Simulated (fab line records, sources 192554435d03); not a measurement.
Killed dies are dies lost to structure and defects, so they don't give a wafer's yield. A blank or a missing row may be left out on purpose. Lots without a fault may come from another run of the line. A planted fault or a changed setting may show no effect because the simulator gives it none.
fab line records | flow n5_finfet
record lots=7 wafers=20 last_day=19
route steps=1938 shown BEOL_M7@1293 PASSIVATION@1936
lots that met no fault: from a run of the same line without faults
start_h: hours from the record's first day to the start of the lot's first wafer shown | wait_h: hours since the lot's step before | " the same as in the row above | L1.1+2: a row that stands for several wafers | - no value, or no start given | * or withheld: withheld | < > ~ a bound
route shown NAME@n: a module of which the file shows steps, and the number in the route of the first | usual: mean/standard deviation of fault-free wafers | same: alike in all rows | chamber/n: place in a boat | sites: the reading at each site | _std_site: their standard deviation | _edge_site: outer sites' mean less inner sites' | radius_mm: how far each site lies from the wafer's centre | mask NAME#n: copy n | behind: the tool/chamber that last shaped the wafer | hold: why the lot was held/for how many hours/how that ended | device: the transistor (n, p or np) that didn't switch | end of line: the same wafers' tests at the end of the route | a step without rows: its recipe alone | killed: dies lost to structure and defects at the first sort, not the wafer's yield | map: a wafer's dies, x killed, . not, _ none there
set.NAME: the setting as run; set.NAME@STEP: as run at that earlier step | model.NAME: the simulator's own value behind a step, which no gauge read
lots at some steps of the route; a table a step, a row a wafer
services: from which hour (start_h, from the record's first day; less than 0 if before it) a tool's chamber was out of use, for how many hours, and why
## steps
# step N5_BEOL_M7_EXPOSE_25
# recipe mask_id=V6 na=0.33 source_shape=annular sigma_inner=0.4 sigma_outer=0.8 polarization=unpolarized target_cd_nm=40 dose_mj=42.5
# step N5_BEOL_M7_PEB_26
# recipe peb_temp_c=100 peb_time_s=60 resist=CAR-EUV
# step N5_BEOL_M7_DEVELOP_27
# recipe develop_time_s=30 developer=TMAH resist=CAR-EUV rinse_liquid=surfactant_rinse dry=air_spin dev_temp_c=23
# step N5_BEOL_M7_CD_MEAS_28
# recipe target_cd_nm=40 landing_energy_ev=500 detector=se_inlens
# usual cd_nm=40.02/0.23
# columns lot.wafer tool chamber start_h wait_h cd_nm
L620.3 cd_sem-03 0 226.73 - 39.76
L620.5 " 0 " " 39.86
L620.6 " 0 " " 39.73
L626.2 cd_sem-02 0 253.53 - 39.73
L626.5 " 0 " " 40.09
L626.6 " 0 " " 39.92
L635.1 cd_sem-03 0 329.70 - 39.99
L635.5 " 0 " " 39.91
L635.6 " 0 " " 39.78
L637.3 cd_sem-03 0 334.08 - 40.18
L637.4 " 0 " " 40.01
L637.6 " 0 " " 39.99
L638.1 cd_sem-01 0 336.57 - 39.75
L638.3 " 0 " " 40.27
L641.1 cd_sem-01 0 364.22 - 40.27
L641.2 " 0 " " 40.06
L641.5 " 0 " " 40.31
L642.1 cd_sem-01 0 370.05 - 39.97
L642.2 " 0 " " 39.82
L642.6 " 0 " " 40.02
# step N5_BEOL_M7_OVL_MEAS_29
# recipe points_per_wafer=522
# usual V6_OVL=0.0/0.61
# columns lot.wafer tool chamber start_h wait_h V6_OVL[nm]
L620.3 overlay-02 0 226.77 0.0 -0.3
L620.5 " 0 " " -0.7
L620.6 " 0 " " -0.7
L626.2 overlay-02 0 253.56 0.0 0.5
L626.5 " 0 " " -0.2
L626.6 " 0 " " 0.4
L635.1 overlay-02 0 329.73 0.0 -1.1
L635.5 " 0 " " -1.1
L635.6 " 0 " " -0.4
L637.3 overlay-01 0 334.12 0.0 -0.7
L637.4 " 0 " " 0.4
L637.6 " 0 " " -0.3
L638.1 overlay-01 0 336.60 0.0 -0.5
L638.3 " 0 " " -0.9
L641.1 overlay-01 0 364.25 0.0 0.0
L641.2 " 0 " " -0.6
L641.5 " 0 " " -0.6
L642.1 overlay-02 0 370.08 0.0 0.8
L642.2 " 0 " " -0.6
L642.6 " 0 " " -0.1
# step N5_BEOL_M7_INSPECT_30
# recipe mode=adi inspect_instrument=brightfield
# usual raw_defect_count=407/80
# columns lot.wafer tool chamber start_h wait_h raw_defect_count
L620.3 defect_inspect-01 - 226.82 0.0 315
L620.5 " - " " 456
L620.6 " - " " 433
L626.2 defect_inspect-02 - 253.62 0.0 563
L626.5 " - " " 461
L626.6 " - " " 381
L635.1 defect_inspect-01 - 329.79 0.1 418
L635.5 " - " " 359
L635.6 " - " " 451
L637.3 defect_inspect-01 - 334.16 0.0 388
L637.4 " - " " 473
L637.6 " - " " 354
L638.1 defect_inspect-01 - 336.66 0.1 282
L638.3 " - " " 281
L641.1 defect_inspect-02 - 364.31 0.1 458
L641.2 " - " " 339
L641.5 " - " " 388
L642.1 defect_inspect-02 - 370.14 0.1 491
L642.2 " - " " 535
L642.6 " - " " 304
# step N5_BEOL_M7_DESCUM_33
# recipe chemistry=O2 time_s=7 source_power_w=50 bias_power_w=20 pressure_mtorr=20 rf_frequency_hz=2.712e+07 temp_c=40 resist=CAR-EUV o2_flow_sccm=225
# usual drypump_motor_current_A=5.9/0.41 oes_product_au=0.79/0.089 rf_vpp_V=243.0/1.6 showerhead_plenum_p_Torr=2.08/0.083 throttle_valve_pct=20.44/0.25
# columns lot.wafer tool chamber start_h wait_h drypump_motor_current_A oes_product_au rf_hours_counter_h rf_vpp_V showerhead_plenum_p_Torr throttle_valve_pct
L620.3 rie_diel-05 0 227.41 0.6 5.9 0.70 202 244.9 2.16 20.73
L620.5 " 3 " " 5.7 0.94 - 246.2 2.23 20.03
L620.6 " 2 " " 5.1 0.81 - 245.3 2.10 20.60
L626.2 rie_diel-04 3 253.81 0.2 6.4 0.75 158 240.2 1.92 20.66
L626.5 " 3 " " 6.4 0.75 - 240.6 1.92 20.66
L626.6 " 0 " " 5.9 0.74 - 239.9 2.00 20.27
L635.1 rie_diel-04 2 330.15 0.4 6.2 0.88 47 243.6 2.05 20.13
L635.5 " 0 " " 5.9 0.72 - 240.8 2.00 20.29
L635.6 " 1 " " 5.2 0.75 - 241.2 2.01 20.35
L637.3 rie_diel-04 2 334.20 0.0 6.2 0.87 48 242.4 2.05 20.14
L637.4 " 0 " " 5.9 0.72 199 242.8 2.00 20.31
L637.6 " 3 " " 6.4 0.73 - 240.1 1.91 20.69
L638.1 rie_diel-04 3 336.77 0.1 6.4 0.73 185 240.1 1.91 20.69
L638.3 " 1 " " 5.3 0.75 167 242.6 2.01 20.33
L641.1 rie_diel-06 3 364.35 0.0 6.2 0.73 192 241.8 2.08 20.74
L641.2 " 0 " " 6.1 0.73 202 242.5 2.08 20.75
L641.5 " 3 " " 6.2 0.73 - 243.7 2.08 20.75
L642.1 rie_diel-06 3 371.02 0.9 6.2 0.73 194 242.3 2.08 20.75
L642.2 " 1 " " 6.2 0.82 77 244.7 2.12 20.75
L642.6 " 2 " " 6.2 0.95 - 243.7 2.14 20.43
# step N5_BEOL_M7_ETCH_72
# recipe chemistry=N2/H2 target=underlayer target_depth_a=65 mask_material=CAR-EUV time_s=5.2 ion_energy_ev=200 pressure_mtorr=30 source_w=840 bias_w=150 n2_flow_sccm=200 h2_flow_sccm=200 ends=cleared
# usual bias_w=149.9/0.46 drypump_motor_current_A=5.9/0.41 etch_rf_on_time_s=5.20/0.075 oes_product_au=0.67/0.076 rf_vpp_V=523/3.1 showerhead_plenum_p_Torr=2.53/0.11 throttle_valve_pct=17.89/0.28
# columns lot.wafer tool chamber start_h wait_h bias_w drypump_motor_current_A etch_rf_on_time_s oes_product_au rf_hours_counter_h rf_vpp_V showerhead_plenum_p_Torr throttle_valve_pct
L620.3 rie_diel-05 0 227.44 0.0 150.2 5.9 5.29 0.60 202 528 2.63 18.22
L620.5 " 3 " " 150.0 5.8 5.05 0.82 - 528 2.71 17.37
L620.6 " 2 " " 149.2 5.1 5.26 0.68 - 525 2.57 18.18
L626.2 rie_diel-04 3 253.85 0.0 150.8 6.4 5.30 0.63 158 519 2.34 18.17
L626.5 " 3 " " 150.1 6.5 5.26 0.63 - 517 2.34 18.17
L626.6 " 0 " " 149.9 5.9 5.29 0.63 - 520 2.43 17.68
L635.1 rie_diel-04 2 330.19 0.0 149.3 6.2 5.14 0.75 47 521 2.48 17.63
L635.5 " 0 " " 149.9 5.9 5.17 0.61 - 522 2.42 17.75
L635.6 " 1 " " 148.8 5.3 5.17 0.64 - 521 2.43 17.67
L637.3 rie_diel-04 2 334.23 0.0 150.2 6.2 5.17 0.75 48 523 2.48 17.65
L637.4 " 0 " " 150.2 5.9 5.29 0.61 199 521 2.42 17.73
L637.6 " 3 " " 149.6 6.4 5.25 0.62 - 516 2.33 18.24
L638.1 rie_diel-04 3 336.80 0.0 150.4 6.4 5.24 0.62 185 517 2.33 18.21
L638.3 " 1 " " 150.3 5.3 5.22 0.64 167 519 2.43 17.65
L641.1 rie_diel-06 3 364.38 0.0 150.8 6.2 5.22 0.63 192 524 2.53 18.11
L641.2 " 0 " " 149.8 6.1 5.19 0.62 202 525 2.52 18.12
L641.5 " 3 " " 150.1 6.2 5.23 0.63 - 523 2.53 18.11
L642.1 rie_diel-06 3 371.05 0.0 149.5 6.2 5.17 0.63 194 524 2.53 18.12
L642.2 " 1 " " 149.9 6.2 5.04 0.70 77 526 2.59 18.22
L642.6 " 2 " " 150.5 6.2 5.25 0.80 - 524 2.60 17.82
# step N5_BEOL_M7_ETCH_65
# recipe chemistry=CF4 target=SiARC target_depth_a=156 mask_material=CAR-EUV time_s=26 ion_energy_ev=80 pressure_mtorr=40 source_w=545 bias_w=36 Ar_flow_sccm=100 cf4_flow_sccm=100 ends=cleared
# usual bias_w=35.98/0.11 cf4_flow_sccm=100.0/0.33 drypump_motor_current_A=5.9/0.41 etch_rf_on_time_s=26.0/0.4 oes_product_au=0.68/0.077 rf_vpp_V=183.9/1.2 showerhead_plenum_p_Torr=2.13/0.081 throttle_valve_pct=15.61/0.26
# columns lot.wafer tool chamber start_h wait_h bias_w cf4_flow_sccm drypump_motor_current_A etch_rf_on_time_s oes_product_au rf_hours_counter_h rf_vpp_V showerhead_plenum_p_Torr throttle_valve_pct
L620.3 rie_diel-05 0 227.46 0.0 35.83 99.9 5.9 26.6 0.61 202 183.6 2.21 15.98
L620.5 " 3 " " 36.19 99.5 5.7 25.4 0.82 - 186.4 2.27 15.19
L620.6 " 2 " " 35.93 100.2 5.1 26.1 0.69 - 184.4 2.15 15.74
L626.2 rie_diel-04 3 253.86 0.0 35.98 99.7 6.4 25.8 0.65 158 182.9 1.98 15.82
L626.5 " 3 " " 35.99 99.8 6.4 26.0 0.64 - 181.4 1.98 15.82
L626.6 " 0 " " 35.93 99.8 5.9 26.3 0.63 - 183.7 2.05 15.46
L635.1 rie_diel-04 2 330.20 0.0 35.90 100.1 6.3 26.1 0.74 47 183.7 2.09 15.22
L635.5 " 0 " " 35.90 100.1 5.9 26.6 0.61 - 183.6 2.04 15.51
L635.6 " 1 " " 35.98 100.0 5.2 25.7 0.64 - 183.1 2.06 15.59
L637.3 rie_diel-04 2 334.25 0.0 35.91 100.2 6.2 26.0 0.75 48 183.0 2.09 15.21
L637.4 " 0 " " 36.10 99.9 5.9 26.2 0.61 199 181.9 2.04 15.51
L637.6 " 3 " " 35.82 100.3 6.4 26.0 0.63 - 181.6 1.97 15.87
L638.1 rie_diel-04 3 336.82 0.0 35.98 100.2 6.4 26.0 0.62 185 181.9 1.97 15.86
L638.3 " 1 " " 36.11 100.2 5.2 25.6 0.64 167 182.3 2.06 15.60
L641.1 rie_diel-06 3 364.40 0.0 36.06 100.6 6.2 26.0 0.62 192 184.2 2.13 15.92
L641.2 " 0 " " 35.92 99.7 6.1 25.7 0.62 202 184.2 2.12 15.90
L641.5 " 3 " " 36.09 99.8 6.2 26.0 0.63 - 183.7 2.13 15.92
L642.1 rie_diel-06 3 371.07 0.0 36.09 100.0 6.2 26.2 0.62 194 184.3 2.13 15.94
L642.2 " 1 " " 36.17 99.7 6.2 25.3 0.71 77 184.3 2.16 15.82
L642.6 " 2 " " 36.02 100.0 6.2 26.5 0.80 - 187.1 2.18 15.53
# step N5_BEOL_M7_ETCH_66
# recipe chemistry=N2/H2 target=SOC target_depth_a=800 overetch_a=160 mask_material=SiARC temp_c=40 time_s=120 ion_energy_ev=200 pressure_mtorr=30 source_w=840 bias_w=150 n2_flow_sccm=200 h2_flow_sccm=200
# usual bias_w=150.0/0.45 drypump_motor_current_A=5.9/0.41 oes_product_au=0.61/0.066 rf_vpp_V=523/3 run_length_s=143.4/0.48 showerhead_plenum_p_Torr=2.53/0.1 throttle_valve_pct=17.85/0.28
# columns lot.wafer tool chamber start_h wait_h bias_w drypump_motor_current_A oes_product_au rf_hours_counter_h rf_vpp_V run_length_s showerhead_plenum_p_Torr throttle_valve_pct
L620.3 rie_diel-05 0 227.49 0.0 150.1 5.9 0.55 203 526 143.5 2.63 18.21
L620.5 " 3 " " 149.8 5.7 0.73 - 528 144.0 2.71 17.32
L620.6 " 2 " " 150.0 5.1 0.61 - 525 143.4 2.57 18.13
L626.2 rie_diel-04 3 253.89 0.0 149.8 6.4 0.58 158 518 143.1 2.34 18.14
L626.5 " 3 " " 149.9 6.4 0.58 - 517 142.8 2.34 18.14
L626.6 " 0 " " 150.6 5.9 0.56 - 520 143.9 2.43 17.64
L635.1 rie_diel-04 2 330.23 0.0 150.2 6.2 0.67 47 523 143.2 2.48 17.59
L635.5 " 0 " " 150.4 5.9 0.55 - 521 144.2 2.42 17.70
L635.6 " 1 " " 150.0 5.3 0.57 - 522 142.6 2.43 17.62
L637.3 rie_diel-04 2 334.28 0.0 149.6 6.2 0.67 48 522 143.1 2.48 17.59
L637.4 " 0 " " 150.4 5.9 0.54 199 520 143.7 2.42 17.71
L637.6 " 3 " " 149.8 6.4 0.56 - 517 143.0 2.33 18.18
L638.1 rie_diel-04 3 336.85 0.0 150.5 6.4 0.56 186 518 143.3 2.33 18.18
L638.3 " 1 " " 149.9 5.3 0.57 167 522 142.7 2.43 17.62
L641.1 rie_diel-06 3 364.43 0.0 149.7 6.2 0.56 192 524 143.4 2.53 18.08
L641.2 " 0 " " 149.6 6.1 0.55 203 522 144.0 2.52 18.09
L641.5 " 3 " " 149.9 6.2 0.56 - 524 143.4 2.53 18.09
L642.1 rie_diel-06 3 371.10 0.0 150.1 6.2 0.57 194 524 143.8 2.52 18.06
L642.2 " 1 " " 149.3 6.2 0.62 77 525 143.3 2.59 18.18
L642.6 " 2 " " 149.8 6.2 0.72 - 527 142.3 2.60 17.81
# step N5_BEOL_M7_STRIP_69
# recipe chemistry=N2/H2 temp_c=40 n2_flow_sccm=200 h2_flow_sccm=200 rf_frequency_hz=6e+07
# step N5_BEOL_M7_STRIP_73
# recipe chemistry=N2/H2 temp_c=40 n2_flow_sccm=200 h2_flow_sccm=200 rf_frequency_hz=6e+07
# step N5_BEOL_M7_VIA_ETCH_34
# recipe chemistry=C4F6/O2 target=SiCOH_lowk target_depth_a=1255 mask_material=SOC taper_deg=4 time_s=50.5 ion_energy_ev=250 pressure_mtorr=30 source_w=345 bias_w=185 Ar_flow_sccm=300 C4F6_flow_sccm=10 O2_flow_sccm=10
# usual bias_w=185.0/0.55 drypump_motor_current_A=5.9/0.41 oes_o_777_au=0.79/0.089 oes_product_au=0.79/0.09 rf_vpp_V=667/7.2 run_length_s=73.9/0.48 showerhead_plenum_p_Torr=2.82/0.11 throttle_valve_pct=20.88/0.26
# columns lot.wafer tool chamber start_h wait_h bias_w drypump_motor_current_A oes_o_777_au oes_product_au rf_hours_counter_h rf_vpp_V run_length_s showerhead_plenum_p_Torr throttle_valve_pct model.etch.depth_nm model.SOC_of_BEOL_M7_COAT_63.thk_nm model.BEOL_M7.cd_nm
L620.3 rie_diel-05 0 227.59 0.0 184.7 5.9 0.71 0.70 203 671 74.2 2.93 21.24 122.1 54.4 39.8
L620.5 " 3 " " 184.9 5.8 0.96 0.95 - 664 74.5 3.03 20.51 127 54 40
L620.6 " 2 " " 185.7 5.1 0.79 0.80 - 667 73.8 2.85 21.00 124.8 54.2 39.8
L626.2 rie_diel-04 3 253.99 0.0 185.1 6.4 0.74 0.75 158 657 73.5 2.62 21.09 125.9 54 39.8
L626.5 " 3 " " 185.5 6.4 0.73 0.74 - 658 73.5 2.62 21.10 125.3 54.2 39.8
L626.6 " 0 " " 185.2 5.9 0.73 0.73 - 668 74.4 2.72 20.65 125.1 53.8 40.2
L635.1 rie_diel-04 2 330.33 0.0 184.9 6.2 0.87 0.88 47 670 90.5 2.78 20.54 169.2 52 40.4
L635.5 " 0 " " 185.5 5.9 0.71 0.72 - 667 74.7 2.71 20.70 125.2 53.8 40
L635.6 " 1 " " 185.1 5.2 0.76 0.75 - 654 90.3 2.74 20.82 167.3 51.8 40.6
L637.3 rie_diel-04 2 334.38 0.0 185.3 6.3 0.87 0.88 48 670 74.0 2.78 20.54 126.9 53.6 40
L637.4 " 0 " " 185.6 5.9 0.71 0.72 199 667 74.6 2.71 20.71 125.4 53.8 40
L637.6 " 3 " " 183.6 6.4 0.71 0.74 - 657 90.4 2.61 21.13 167.6 51.8 40.2
L638.1 rie_diel-04 3 336.95 0.0 184.3 6.4 0.72 0.73 186 657 90.3 2.61 21.15 166.1 52 40.6
L638.3 " 1 " " 184.9 5.2 0.76 0.75 167 653 73.2 2.74 20.83 126.5 54 40.6
L641.1 rie_diel-06 3 364.53 0.0 185.1 6.2 0.74 0.73 192 668 74.0 2.84 21.24 124.9 54.2 40.2
L641.2 " 0 " " 184.5 6.1 0.71 0.73 203 682 73.7 2.82 21.16 125.8 54 40.4
L641.5 " 3 " " 185.7 6.2 0.74 0.73 - 667 74.1 2.84 21.24 124.1 54.2 40.2
L642.1 rie_diel-06 3 371.20 0.0 185.3 6.2 0.74 0.73 194 668 73.8 2.84 21.24 124.1 53.8 40.2
L642.2 " 1 " " 185.3 6.2 0.84 0.83 77 665 74.0 2.87 21.12 128.4 53.6 40.4
L642.6 " 2 " " 185.5 6.2 0.93 0.95 - 675 73.0 2.90 20.88 125.5 53.6 40
# step N5_BEOL_M7_STRIP_76
# recipe chemistry=C4F6/O2 resist=SiARC rf_frequency_hz=6e+07
# step N5_PASSIVATION_PROBE_49
# usual defect_limited_yield=91.0/1.6 killed_at_M0_to_M3=35/11 killed_at_M4_up=14/5.1 killed_at_contacts=12/6.6 killed_at_front_end=41/12 killed_at_other=4/3 killed_dies=107/19 killed_open=70/15 killed_short=35/8.5 sort_bin_5_function=5.3/1 sort_bin_6_memory=3.4/0.73 sort_n_pass=1073/19 sort_yield_pct=91.0/1.6
# same gross_dies=1180 killed_at_back_side=0 sort_bin_4_leakage[%]=0 sort_bin_8_speed[%]=0
# columns lot.wafer tool chamber start_h wait_h defect_limited_yield[%] killed_at_M0_to_M3 killed_at_M4_up killed_at_contacts killed_at_front_end killed_at_other killed_dies killed_open killed_short sort_bin_5_function[%] sort_bin_6_memory[%] sort_n_pass sort_yield_pct[%]
L626.2 prober-01 - 332.37 0.1 89.8 43 14 10 48 5 120 81 37 5.8 3.8 1060 89.8
L626.5 prober-01 - 332.52 0.2 93.1 29 10 8 33 1 81 47 33 4.1 2.4 1099 93.1
L626.6 prober-01 - 332.57 0.3 93.5 23 8 10 36 0 77 46 29 3.8 2.5 1103 93.5
L637.3 prober-01 - 407.13 0.1 90.3 45 14 15 35 5 114 79 35 5.4 3.5 1066 90.3
L637.4 prober-01 - 407.18 0.2 91.0 35 15 5 46 5 106 70 36 5.2 3.6 1074 91.0
L637.6 prober-01 - 407.28 0.3 90.6 30 14 11 54 2 111 59 46 5.7 3.0 1069 90.6
# killed by level:class
L626.2 STI_FIN_REVEAL:geometric_particle:open=18 BEOL_M0_SAQP:geometric_particle:short=12 BEOL_M0_SAQP:geometric_particle:open=9 MOL_CONTACT_COAG:geometric_particle:open=8 BEOL_M2:geometric_particle:open=7 FIN_SAQP:geometric_particle:short=6 DUMMY_GATE:geometric_particle:open=6 GATE_CUT:geometric_particle:short=6
L626.5 BEOL_M3:geometric_particle:open=9 STI_FIN_REVEAL:geometric_particle:open=7 BEOL_M0_SAQP:geometric_particle:short=7 FIN_SAQP:geometric_particle:open=6 GATE_CUT:geometric_particle:short=6 MOL_CONTACT_COAG:geometric_particle:open=5 BEOL_M4:geometric_particle:short=4 STARTING-WAFER:geometric_particle:open=4
L626.6 FIN_SAQP:geometric_particle:open=10 MOL_CONTACT_COAG:geometric_particle:open=9 BEOL_M0_SAQP:geometric_particle:short=5 FIN_SAQP:geometric_particle:short=4 STI_FIN_REVEAL:geometric_particle:open=4 DUMMY_GATE:geometric_particle:short=4 BEOL_M0_SAQP:geometric_particle:open=4 BEOL_M1:geometric_particle:short=4
L637.3 MOL_CONTACT_COAG:geometric_particle:open=12 BEOL_M4:geometric_particle:open=11 BEOL_M0_SAQP:geometric_particle:short=9 BEOL_M0_SAQP:geometric_particle:open=9 BEOL_M0:geometric_particle:open=9 FIN_SAQP:geometric_particle:short=8 BEOL_M3:geometric_particle:open=8 STI_FIN_REVEAL:geometric_particle:open=7
L637.4 STI_FIN_REVEAL:geometric_particle:open=14 BEOL_M3:geometric_particle:open=12 BEOL_M2:geometric_particle:short=7 BEOL_M4:geometric_particle:open=7 FIN_SAQP:geometric_particle:open=6 DUMMY_GATE:geometric_particle:open=5 FIN_SAQP:geometric_particle:short=4 MOL_CONTACT_COAG:geometric_particle:open=4
L637.6 FIN_SAQP:geometric_particle:short=15 MOL_CONTACT_COAG:geometric_particle:open=10 STI_FIN_REVEAL:geometric_particle:open=8 STI_FIN_REVEAL:geometric_particle:short=7 BEOL_M4:geometric_particle:open=6 HKMG_FIN:area_etch=5 FIN_SAQP:geometric_particle:open=4 BEOL_M3:geometric_particle:short=4
## services
# columns tool chamber start_h hours kind
rie_diel-04 1 246.57 21.8 repair
rie_diel-04 2 259.91 4.9 repair
rie_diel-06 2 288.97 - clean
rie_diel-06 2 288.97 - consumable_replace:focus_ring
rie_diel-06 2 288.97 15.6 scheduled_down
rie_diel-06 2 288.97 15.6 vent_cycle
rie_diel-06 1 310.69 9.2 repair
## key
first_sign step=N5_BEOL_M7_VIA_ETCH_34 reading=run_length_s direction=up sigmas=34 usual=* struck=*
effect none on later readings
model_effect step=N5_BEOL_M7_VIA_ETCH_34 value=etch.depth_nm without=125.8 struck=167.6
met_at N5_BEOL_M7_VIA_ETCH_34
struck_wafers L635.1,L635.6,L637.6,L638.1
onset_between 253.99 330.33
fault kind=process_parameter_drift tool=rie_diel-04 chamber=- onset_h=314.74 steps=N5_BEOL_M7_VIA_ETCH_34 channel=time_s offset=* shape=step end_h=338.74 scope=struck_wafers_only acts_in=* stated=*
